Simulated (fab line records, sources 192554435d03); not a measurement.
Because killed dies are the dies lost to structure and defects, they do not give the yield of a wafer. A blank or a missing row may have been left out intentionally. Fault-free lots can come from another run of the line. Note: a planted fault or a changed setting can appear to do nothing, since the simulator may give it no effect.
What tool caused it? :: flow n5 finfet :: 11 lots with 31 wafers sampled at 5 steps, on a route of 1938 steps

## WHAT THE GAUGES SHOWED, per wafer
N5_BEOL_M8_INSPECT_58: inspects for defects (darkfield). Usual: raw defect count 70, standard deviation 22.
lot: L476
measured: day 9 06:01
on: defect inspect-02
raw defect count: 84 47
flag: 

lot: L479
measured: day 9 23:07
on: defect inspect-02
raw defect count: 53 72 52
flag: 

lot: L480
measured: day 10 12:43
on: defect inspect-01
raw defect count: 49 47 88
flag: 

lot: L481
measured: day 10 15:30
on: defect inspect-02
raw defect count: 877 831 896
flag: OFF

lot: L482
measured: day 11 00:11
on: defect inspect-02
raw defect count: 862 901 857
flag: OFF

lot: L483
measured: day 11 12:02
on: defect inspect-01
raw defect count: 886 835 848
flag: OFF

lot: L491
measured: day 12 23:59
on: defect inspect-02
raw defect count: 38 61 52
flag: 

lot: L494
measured: day 14 06:57
on: defect inspect-01
raw defect count: 45 55 61
flag: 

lot: L499
measured: day 15 06:55
on: defect inspect-01
raw defect count: 59 69
flag: 

lot: L497
measured: day 15 20:50
on: defect inspect-01
raw defect count: 102 86 76
flag: 

lot: L498
measured: day 15 22:11
on: defect inspect-01
raw defect count: 74 77 69
flag: 

N5_BEOL_M9_INSPECT_13: inspects for defects (brightfield). Usual: raw defect count 400, standard deviation 95.
lot: L476
measured: day 9 08:42
on: defect inspect-01
raw defect count: 397 340
flag: 

lot: L479
measured: day 10 00:17
on: defect inspect-01
raw defect count: 340 512 517
flag: 

lot: L480
measured: day 10 14:36
on: defect inspect-02
raw defect count: 382 264 503
flag: 

lot: L481
measured: day 10 18:53
on: defect inspect-02
raw defect count: 1381 1246 1361
flag: OFF

lot: L482
measured: day 11 04:32
on: defect inspect-01
raw defect count: 1285 1358 1377
flag: OFF

lot: L483
measured: day 11 14:09
on: defect inspect-01
raw defect count: 1159 1150 1102
flag: OFF

lot: L491
measured: day 13 03:21
on: defect inspect-01
raw defect count: 496 369 528
flag: 

lot: L494
measured: day 14 08:41
on: defect inspect-02
raw defect count: 313 320 258
flag: 

lot: L499
measured: day 15 09:30
on: defect inspect-02
raw defect count: 331 250
flag: 

lot: L497
measured: day 15 23:31
on: defect inspect-01
raw defect count: 594 437 468
flag: 

lot: L498
measured: day 15 23:49
on: defect inspect-01
raw defect count: 338 376 405
flag: 

## WHICH TOOL RAN EACH LOT (tool, then ch and the chambers of the sampled wafers, then the start)
lot: L476
N5_BEOL_M8_CMP_52: cmp-01 ch 2,3, day 9 05:41
N5_BEOL_M9_CURE_71: uv cure-01 ch 1, day 9 06:10
N5_BEOL_M9_PECVD_70: pecvd-01 ch 1,2, day 9 06:43

lot: L479
N5_BEOL_M8_CMP_52: cmp-03 ch 0,2,3, day 9 22:44
N5_BEOL_M9_CURE_71: uv cure-03 ch 1, day 9 23:25
N5_BEOL_M9_PECVD_70: pecvd-02 ch 0,2, day 9 23:49

lot: L480
N5_BEOL_M8_CMP_52: cmp-03 ch 1,3, day 10 12:19
N5_BEOL_M9_CURE_71: uv cure-02 ch 0, day 10 12:50
N5_BEOL_M9_PECVD_70: pecvd-02 ch 0,2, day 10 13:23

lot: L481
N5_BEOL_M8_CMP_52: cmp-03 ch 0,1, day 10 15:03
N5_BEOL_M9_CURE_71: uv cure-03 ch 2, day 10 15:37
N5_BEOL_M9_PECVD_70: pecvd-02 ch 0,1,2, day 10 16:10

lot: L482
N5_BEOL_M8_CMP_52: cmp-03 ch 1,2,3, day 10 23:44
N5_BEOL_M9_CURE_71: uv cure-02 ch 0, day 11 00:18
N5_BEOL_M9_PECVD_70: pecvd-01 ch 0,1,2, day 11 01:20

lot: L483
N5_BEOL_M8_CMP_52: cmp-03 ch 0,1,3, day 11 11:42
N5_BEOL_M9_CURE_71: uv cure-01 ch 0, day 11 12:19
N5_BEOL_M9_PECVD_70: pecvd-02 ch 1,2, day 11 12:43

lot: L491
N5_BEOL_M8_CMP_52: cmp-01 ch 2,3, day 12 23:32
N5_BEOL_M9_CURE_71: uv cure-01 ch 0, day 13 00:06
N5_BEOL_M9_PECVD_70: pecvd-01 ch 0,2, day 13 00:39

lot: L494
N5_BEOL_M8_CMP_52: cmp-03 ch 0,1,2, day 14 06:30
N5_BEOL_M9_CURE_71: uv cure-02 ch 2, day 14 07:04
N5_BEOL_M9_PECVD_70: pecvd-03 ch 0,1,2, day 14 07:37

lot: L499
N5_BEOL_M8_CMP_52: cmp-03 ch 0,3, day 15 06:32
N5_BEOL_M9_CURE_71: uv cure-03 ch 2, day 15 07:13
N5_BEOL_M9_PECVD_70: pecvd-02 ch 1, day 15 07:37

lot: L497
N5_BEOL_M8_CMP_52: cmp-03 ch 0,1, day 15 20:25
N5_BEOL_M9_CURE_71: uv cure-02 ch 2, day 15 20:56
N5_BEOL_M9_PECVD_70: pecvd-02 ch 0,1,2, day 15 21:29

lot: L498
N5_BEOL_M8_CMP_52: cmp-03 ch 1,2, day 15 21:47
N5_BEOL_M9_CURE_71: uv cure-02 ch 0, day 15 22:36
N5_BEOL_M9_PECVD_70: pecvd-02 ch 0,1, day 15 22:59
- N5_BEOL_M8_CMP_52: polishes, stops on SiCOH lowk, t overpolish 6.9 s, target thk 80 nm.
- N5_BEOL_M9_CURE_71: cures SiCOH lowk, time 240 s.
- N5_BEOL_M9_PECVD_70: deposits SiO2 from TEOS/O2, target thk 20 nm, time 22.7 s.

## AS READ BY THE TOOLS THEMSELVES (means over the sampled wafers that have a number; for cases with no such wafer, the mark the record gives instead)
N5_BEOL_M8_CMP_52. Usual: barrier field endpoint s 29.1 s, standard deviation 0.79; clearing platen rpm 49.997 rpm, standard deviation 0.028; motor current A 5.7 A, standard deviation 0.62; overpolish run s 6.900 s, standard deviation 0.0094; time to endpoint s 63.9 s, standard deviation 3.
lot: L476
tool: cmp-01
barrier field endpoint s (s): 29.4
clearing platen rpm (rpm): 49.974
motor current A (A): 5.4
overpolish run s (s): 6.906
time to endpoint s (s): 62.7
flag: 

lot: L479
tool: cmp-03
barrier field endpoint s (s): 29.3
clearing platen rpm (rpm): 50.003
motor current A (A): 6.1
overpolish run s (s): 6.904
time to endpoint s (s): 63.2
flag: 

lot: L480
tool: cmp-03
barrier field endpoint s (s): 28.0
clearing platen rpm (rpm): 49.997
motor current A (A): 6.1
overpolish run s (s): 6.903
time to endpoint s (s): 61.2
flag: 

lot: L481
tool: cmp-03
barrier field endpoint s (s): 28.1
clearing platen rpm (rpm): 49.988
motor current A (A): 5.9
overpolish run s (s): 6.896
time to endpoint s (s): 62.0
flag: 

lot: L482
tool: cmp-03
barrier field endpoint s (s): 28.2
clearing platen rpm (rpm): 50.002
motor current A (A): 5.8
overpolish run s (s): 6.890
time to endpoint s (s): 60.8
flag: 

lot: L483
tool: cmp-03
barrier field endpoint s (s): 28.9
clearing platen rpm (rpm): 49.986
motor current A (A): 5.9
overpolish run s (s): 6.898
time to endpoint s (s): 62.3
flag: 

lot: L491
tool: cmp-01
barrier field endpoint s (s): 29.1
clearing platen rpm (rpm): 50.003
motor current A (A): 5.2
overpolish run s (s): 6.905
time to endpoint s (s): 62.4
flag: 

lot: L494
tool: cmp-03
barrier field endpoint s (s): 30.1
clearing platen rpm (rpm): 49.986
motor current A (A): 5.7
overpolish run s (s): 6.888
time to endpoint s (s): 65.4
flag: 

lot: L499
tool: cmp-03
barrier field endpoint s (s): 29.5
clearing platen rpm (rpm): 50.002
motor current A (A): 6.5
overpolish run s (s): 6.892
time to endpoint s (s): 60.9
flag: 

lot: L497
tool: cmp-03
barrier field endpoint s (s): 29.5
clearing platen rpm (rpm): 49.992
motor current A (A): 5.4
overpolish run s (s): 6.902
time to endpoint s (s): 64.5
flag: 

lot: L498
tool: cmp-03
barrier field endpoint s (s): 29.4
clearing platen rpm (rpm): 49.974
motor current A (A): 5.4
overpolish run s (s): 6.900
time to endpoint s (s): 65.2
flag: 

N5_BEOL_M9_CURE_71. Usual: lamp power pct 52.31 %, standard deviation 0.052; wafer_temp_C_max 387.0, standard deviation 0.7.
lot: L476
tool: uv cure-01
lamp power pct (%): 52.34
wafer_temp_C_max: 387.4
flag: 

lot: L479
tool: uv cure-03
lamp power pct (%): 52.32
wafer_temp_C_max: 386.0
flag: 

lot: L480
tool: uv cure-02
lamp power pct (%): 52.29
wafer_temp_C_max: 386.7
flag: 

lot: L481
tool: uv cure-03
lamp power pct (%): 52.35
wafer_temp_C_max: 388.0
flag: 

lot: L482
tool: uv cure-02
lamp power pct (%): 52.32
wafer_temp_C_max: 386.8
flag: 

lot: L483
tool: uv cure-01
lamp power pct (%): 52.32
wafer_temp_C_max: 387.6
flag: 

lot: L491
tool: uv cure-01
lamp power pct (%): 52.27
wafer_temp_C_max: 387.4
flag: 

lot: L494
tool: uv cure-02
lamp power pct (%): 52.37
wafer_temp_C_max: 387.6
flag: 

lot: L499
tool: uv cure-03
lamp power pct (%): 52.24
wafer_temp_C_max: 387.1
flag: 

lot: L497
tool: uv cure-02
lamp power pct (%): 52.33
wafer_temp_C_max: 387.2
flag: 

lot: L498
tool: uv cure-02
lamp power pct (%): 52.31
wafer_temp_C_max: 386.7
flag: 

N5_BEOL_M9_PECVD_70. Usual: heater power w 711 W, standard deviation 110; rf fwd power W 445.2 W, standard deviation 1.9; showerhead plenum p Torr 8.78 Torr, standard deviation 0.057; throttle valve pct 22.6 %, standard deviation 1.1.
lot: L476
tool: pecvd-01
heater power w (W): 590
rf fwd power W (W): 444.9
showerhead plenum p Torr (Torr): 8.79
throttle valve pct (%): 24.6
flag: 

lot: L479
tool: pecvd-02
heater power w (W): 783
rf fwd power W (W): 445.4
showerhead plenum p Torr (Torr): 8.75
throttle valve pct (%): 22.2
flag: 

lot: L480
tool: pecvd-02
heater power w (W): 664
rf fwd power W (W): 446.2
showerhead plenum p Torr (Torr): 8.72
throttle valve pct (%): 22.7
flag: 

lot: L481
tool: pecvd-02
heater power w (W): 722
rf fwd power W (W): 444.9
showerhead plenum p Torr (Torr): 8.78
throttle valve pct (%): 22.6
flag: 

lot: L482
tool: pecvd-01
heater power w (W): 611
rf fwd power W (W): 445.4
showerhead plenum p Torr (Torr): 8.75
throttle valve pct (%): 23.1
flag: 

lot: L483
tool: pecvd-02
heater power w (W): 803
rf fwd power W (W): 446.0
showerhead plenum p Torr (Torr): 8.80
throttle valve pct (%): 22.3
flag: 

lot: L491
tool: pecvd-01
heater power w (W): 621
rf fwd power W (W): 445.3
showerhead plenum p Torr (Torr): 8.69
throttle valve pct (%): 21.9
flag: 

lot: L494
tool: pecvd-03
heater power w (W): 754
rf fwd power W (W): 445.5
showerhead plenum p Torr (Torr): 8.79
throttle valve pct (%): 22.3
flag: 

lot: L499
tool: pecvd-02
heater power w (W): 845
rf fwd power W (W): 442.6
showerhead plenum p Torr (Torr): 8.87
throttle valve pct (%): 23.1
flag: 

lot: L497
tool: pecvd-02
heater power w (W): 782
rf fwd power W (W): 445.7
showerhead plenum p Torr (Torr): 8.77
throttle valve pct (%): 22.6
flag: 

lot: L498
tool: pecvd-02
heater power w (W): 759
rf fwd power W (W): 444.3
showerhead plenum p Torr (Torr): 8.81
throttle valve pct (%): 23.2
flag: 

## THE ANSWER, worked out from the rows above alone
Rule: a lot counts as off when the mean over its wafers that have a number is more than 3 standard deviations away from the usual mean. A lot without any number at a reading at which 4 lots or more have one is off too. Any other lot the step has rows for is counted as sound. After the gauges, taken in route order, come the tools' own readings; for these a lot's mean is taken, as printed above. At the first step where some lot is off, the reading lying furthest off is the one used; lots without a number count as furthest.
Off: L481, L482, L483, at N5_BEOL_M8_INSPECT_58 (raw defect count).
A tool fits if, at a process step before that reading, it ran every lot that is off, and no sound lot after the first of them. Those tools and the gauges at N5_BEOL_M8_INSPECT_58 are tried in the same way. Of those tried, none fits.

## WHAT HAD BEEN PUT IN BY THE SIMULATOR
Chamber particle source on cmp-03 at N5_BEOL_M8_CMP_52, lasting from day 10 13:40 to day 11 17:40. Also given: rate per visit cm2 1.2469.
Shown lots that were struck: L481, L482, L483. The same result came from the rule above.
